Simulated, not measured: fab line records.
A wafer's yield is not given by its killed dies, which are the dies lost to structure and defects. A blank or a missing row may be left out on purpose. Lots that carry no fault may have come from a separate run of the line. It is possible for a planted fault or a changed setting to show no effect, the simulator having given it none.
Matching of chambers :: flow n5 finfet :: 4 sister chambers for N5_BEOL_M2_ETCHBACK_99 on rie diel-01
The step etches SiO2 in CHF3, target depth 5 nm, time 10.4 s. 20 wafers are shown with their chamber, then 10 later ones without.

== WAFERS PAIRED WITH THEIR CHAMBERS ==
wafer: L076.1
chamber: 0
showerhead plenum p Torr (Torr): 2.19
throttle valve pct (%): 17.16
oes_ar_750_au (a.u.): 0.84

wafer: L076.4
chamber: 3
showerhead plenum p Torr (Torr): 2.14
throttle valve pct (%): 17.31
oes_ar_750_au (a.u.): 0.75

wafer: L076.6
chamber: 3
showerhead plenum p Torr (Torr): 2.14
throttle valve pct (%): 17.32
oes_ar_750_au (a.u.): 0.75

wafer: L078.2
chamber: 0
showerhead plenum p Torr (Torr): 2.19
throttle valve pct (%): 17.15
oes_ar_750_au (a.u.): 0.83

wafer: L078.4
chamber: 3
showerhead plenum p Torr (Torr): 2.14
throttle valve pct (%): 17.31
oes_ar_750_au (a.u.): 0.75

wafer: L078.6
chamber: 0
showerhead plenum p Torr (Torr): 2.19
throttle valve pct (%): 17.16
oes_ar_750_au (a.u.): 0.83

wafer: L079.2
chamber: 2
showerhead plenum p Torr (Torr): 2.16
throttle valve pct (%): 17.17
oes_ar_750_au (a.u.): 0.80

wafer: L079.3
chamber: 3
showerhead plenum p Torr (Torr): 2.14
throttle valve pct (%): 17.31
oes_ar_750_au (a.u.): 0.74

wafer: L079.5
chamber: 0
showerhead plenum p Torr (Torr): 2.19
throttle valve pct (%): 17.18
oes_ar_750_au (a.u.): 0.83

wafer: L081.1
chamber: 3
showerhead plenum p Torr (Torr): 2.14
throttle valve pct (%): 17.32
oes_ar_750_au (a.u.): 0.73

wafer: L081.2
chamber: 1
showerhead plenum p Torr (Torr): 2.19
throttle valve pct (%): 16.96
oes_ar_750_au (a.u.): 0.89

wafer: L081.6
chamber: 3
showerhead plenum p Torr (Torr): 2.14
throttle valve pct (%): 17.32
oes_ar_750_au (a.u.): 0.74

wafer: L085.2
chamber: 2
showerhead plenum p Torr (Torr): 2.16
throttle valve pct (%): 17.17
oes_ar_750_au (a.u.): 0.80

wafer: L085.5
chamber: 2
showerhead plenum p Torr (Torr): 2.16
throttle valve pct (%): 17.18
oes_ar_750_au (a.u.): 0.79

wafer: L085.6
chamber: 1
showerhead plenum p Torr (Torr): 2.19
throttle valve pct (%): 17.00
oes_ar_750_au (a.u.): 0.88

wafer: L086.1
chamber: 1
showerhead plenum p Torr (Torr): 2.19
throttle valve pct (%): 17.01
oes_ar_750_au (a.u.): 0.88

wafer: L086.3
chamber: 0
showerhead plenum p Torr (Torr): 2.18
throttle valve pct (%): 17.17
oes_ar_750_au (a.u.): 0.81

wafer: L086.5
chamber: 2
showerhead plenum p Torr (Torr): 2.16
throttle valve pct (%): 17.18
oes_ar_750_au (a.u.): 0.79

wafer: L088.2
chamber: 0
showerhead plenum p Torr (Torr): 2.18
throttle valve pct (%): 17.21
oes_ar_750_au (a.u.): 0.81

wafer: L088.3
chamber: 3
showerhead plenum p Torr (Torr): 2.13
throttle valve pct (%): 17.34
oes_ar_750_au (a.u.): 0.73

SIGNATURES, as means of the wafers listed above
reading: showerhead plenum p Torr
chamber 0: 2.1867
chamber 1: 2.1900
chamber 2: 2.1600
chamber 3: 2.1386
scatter within a chamber: 0.0037

reading: throttle valve pct
chamber 0: 17.1717
chamber 1: 16.9900
chamber 2: 17.1750
chamber 3: 17.3186
scatter within a chamber: 0.0167

reading: oes_ar_750_au
chamber 0: 0.8250
chamber 1: 0.8833
chamber 2: 0.7950
chamber 3: 0.7414
scatter within a chamber: 0.00936
Rule: a wafer's distance from a chamber is the root of the sum, over the readings, of the square of ((its reading less the chamber's mean) divided by the reading's scatter). The wafer belongs to the nearest chamber; if the next one is less than 2 further off, it can't be placed. The scatter: take each reading less its chamber's mean, square it, sum over the shown wafers, divide by the number of wafers less the number of chambers, and take the root.

== WAFERS WHOSE CHAMBER IS MISSING ==
wafer: L088.4
showerhead plenum p Torr (Torr): 2.19
throttle valve pct (%): 17.01
oes_ar_750_au (a.u.): 0.87

wafer: L095.2
showerhead plenum p Torr (Torr): 2.18
throttle valve pct (%): 17.21
oes_ar_750_au (a.u.): 0.79

wafer: L095.5
showerhead plenum p Torr (Torr): 2.13
throttle valve pct (%): 17.37
oes_ar_750_au (a.u.): 0.72

wafer: L095.6
showerhead plenum p Torr (Torr): 2.15
throttle valve pct (%): 17.20
oes_ar_750_au (a.u.): 0.78

wafer: L094.3
showerhead plenum p Torr (Torr): 2.17
throttle valve pct (%): 17.22
oes_ar_750_au (a.u.): 0.80

wafer: L094.5
showerhead plenum p Torr (Torr): 2.15
throttle valve pct (%): 17.21
oes_ar_750_au (a.u.): 0.78

wafer: L094.6
showerhead plenum p Torr (Torr): 2.13
throttle valve pct (%): 17.38
oes_ar_750_au (a.u.): 0.72

wafer: L097.3
showerhead plenum p Torr (Torr): 2.17
throttle valve pct (%): 17.24
oes_ar_750_au (a.u.): 0.79

wafer: L097.4
showerhead plenum p Torr (Torr): 2.13
throttle valve pct (%): 17.37
oes_ar_750_au (a.u.): 0.71

wafer: L097.5
showerhead plenum p Torr (Torr): 2.18
throttle valve pct (%): 17.05
oes_ar_750_au (a.u.): 0.84

== EACH ONE'S CHAMBER ==
wafer: L088.4
from the rows above: 1
in truth: 1

wafer: L095.2
from the rows above: can't be placed: 0 or 2
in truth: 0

wafer: L095.5
from the rows above: 3
in truth: 3

wafer: L095.6
from the rows above: 2
in truth: 2

wafer: L094.3
from the rows above: 2
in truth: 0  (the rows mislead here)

wafer: L094.5
from the rows above: 2
in truth: 2

wafer: L094.6
from the rows above: 3
in truth: 3

wafer: L097.3
from the rows above: 2
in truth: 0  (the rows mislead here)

wafer: L097.4
from the rows above: 3
in truth: 3

wafer: L097.5
from the rows above: can't be placed: 1 or 0
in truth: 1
Placed correctly: 6 of 10. Cannot be placed on the basis of these rows: 2; the candidates contain the true chamber in 2. 2 placed wrongly.
